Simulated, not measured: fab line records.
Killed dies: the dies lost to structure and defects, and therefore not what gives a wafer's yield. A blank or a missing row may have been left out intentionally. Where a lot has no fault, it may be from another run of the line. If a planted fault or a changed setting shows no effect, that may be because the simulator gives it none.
Split-lot study ; flow n5 finfet ; 7 lots, 21 wafers read, on a route of 1938 steps

## THE SPLIT
At N5_BEOL_M8_ETCH_65 (etches SiARC in CF4, target depth 15.6 nm, time 26 s), the setting source w was moved away from the recipe's 545 W on 6 of the 21 wafers read, by -8.7% to +9.2%. The other wafers ran this setting at the recipe's value.

The reading is taken at the split's own step.

## THE READING
rf vpp V, in V, at N5_BEOL_M8_ETCH_65 (etches SiARC in CF4, target depth 15.6 nm, time 26 s). Fault-free wafers of this fab line usually give 184.1 V, standard deviation 0.97 V.

wafer;tool, chamber at the split;source w as run, W;against the recipe;rf vpp V, V;against lot-mates on the recipe
L074.4;rie diel-02, 0;545;recipe;183.8;-
L074.5;rie diel-02, 2;545;recipe;183.4;-
L074.6;rie diel-02, 1;545;recipe;183.5;-
L075.3;rie diel-05, 1;506.5;-7.1%;188.8;+4.7
L075.5;rie diel-05, 1;545;recipe;184.1;-
L075.6;rie diel-05, 0;506.5;-7.1%;189.0;+4.9
L083.1;rie diel-04, 0;595.2;+9.2%;177.5;-7.2
L083.2;rie diel-04, 3;545;recipe;185.5;-
L083.5;rie diel-04, 0;545;recipe;183.9;-
L082.2;rie diel-05, 2;497.5;-8.7%;189.7;+5.4
L082.3;rie diel-05, 3;545;recipe;184.4;-
L082.5;rie diel-05, 0;545;recipe;184.2;-
L084.1;rie diel-04, 0;545;recipe;183.4;-
L084.3;rie diel-04, 3;545;recipe;186.4;-
L084.4;rie diel-04, 2;587.6;+7.8%;179.6;-5.3
L085.3;rie diel-05, 0;545;recipe;184.5;-
L085.4;rie diel-05, 1;545;recipe;183.0;-
L085.6;rie diel-05, 0;545;recipe;185.5;-
L092.2;rie diel-05, 3;545;recipe;185.7;-
L092.3;rie diel-05, 0;545;recipe;185.0;-
L092.5;rie diel-05, 3;569.5;+4.5%;181.2;-4.2

THE FIT
A straight line over all 21 wafers: rf vpp V changes by -0.659 V for each +1% of source w; r = -0.95; the points scatter about the line by 0.89 V.
The same after taking each lot's own level away (the mean of its wafers on the recipe; 21 wafers): -0.706 V for each +1%; r = -0.97; scatter 0.77 V.
That fit puts the effect of the largest move of source w on the reading at 6.5 V.
Across the lots, their own levels run from 183.57 to 185.35 V, a range of 1.8 times the standard deviation given above.
So the lot-to-lot level changes the slope little: the two slopes agree.
Check: -6.38 V against its lot-mates is what the line predicts for one of the wafers moved furthest among these (+9.2%) when that wafer is left out of the fit. Against them it came out at -7.2 V.
Tool readings at the split's step, against how far the setting was moved: etch rf on time s r = -0.95; rf vpp V r = -0.95.

## FURTHER SPLITS ON THESE WAFERS
Other splits were also applied to these wafers ahead of the reading. Each is held against what the fit with the lots' levels taken away leaves over:
other split on the same wafers;wafers away from the commonest value;r with rf vpp V (lot level and that fit taken away)
N5_BEOL_M5_EXPOSE_25 dose mj;5;-0.25
N5_BEOL_M6_DEP_56 time s;6;+0.36
N5_BEOL_M7_ILD_DEP_00 time s;6;+0.02

## THE WHOLE CHAIN: every reading that the file lists as answering this split, in the file's order
step;what it does;reading;change (the file's fit);r (the file's)
N5_BEOL_M8_ETCH_65;etches SiARC in CF4, target depth 15.6 nm, time 26 s;etch rf on time s;withheld for each +1% of the setting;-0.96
N5_BEOL_M8_ETCH_65;etches SiARC in CF4, target depth 15.6 nm, time 26 s;rf vpp V;-0.71 V for each +1% of the setting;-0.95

## THE FILE'S OWN FIT
rf vpp V changes by -0.71 V for each +1% of source w, r = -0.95.
